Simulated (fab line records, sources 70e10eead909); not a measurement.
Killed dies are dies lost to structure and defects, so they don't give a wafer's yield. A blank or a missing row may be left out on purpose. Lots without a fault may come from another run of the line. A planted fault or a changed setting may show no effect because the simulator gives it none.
Chamber matching | flow nand_harc | NHARC_P_M1_CMP_23 on cmp-03: 4 sister chambers
The step polishes, t overpolish 20 s, target thk 157.82 nm. 4 wafers are shown with their chamber, then 9 later ones without.

WAFERS WITH THEIR CHAMBER
wafer  | chamber | motor_current_A (A)
L086.2 | 2       | 12.6
L086.3 | 3       | 11.7
L087.5 | 0       | 11.0
L087.6 | 1       | 11.4

WAFERS WITHOUT THEIR CHAMBER
wafer  | motor_current_A (A)
L090.1 | 12.2
L090.2 | 10.4
L090.6 | 10.8
L093.2 | 11.2
L093.3 | 12.2
L093.4 | 10.3
L095.1 | 11.9
L095.2 | 10.5
L095.5 | 11.5

WHICH CHAMBER EACH WENT THROUGH
wafer  | from the rows above               | in truth
L090.1 | can't be placed: 2 or 3 or 1 or 0 | 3
L090.2 | can't be placed: 0 or 1 or 3      | 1
L090.6 | can't be placed: 0 or 1 or 3      | 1
L093.2 | can't be placed: 0 or 1 or 3      | 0
L093.3 | can't be placed: 2 or 3 or 1 or 0 | 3
L093.4 | can't be placed: 0 or 1 or 3      | 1
L095.1 | can't be placed: 3 or 1 or 2 or 0 | 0
L095.2 | can't be placed: 0 or 1 or 3      | 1
L095.5 | can't be placed: 1 or 3 or 0      | 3
Placed correctly: 0 of 9. Can't be placed from these rows: 9 (the true chamber is among the candidates in 9). Placed wrongly: 0.
How it was worked out, from the rows above alone: a wafer's distance from a chamber is the root of the sum, over the readings, of the square of ((its reading less the chamber's mean) divided by the reading's scatter). The wafer belongs to the nearest chamber; if the next one is less than 2 further off, it can't be placed. A chamber's mean is the mean of its shown wafers. The scatter: with one shown wafer a chamber, the root of the mean of the squares of how far each hidden wafer lies from its nearest shown one.
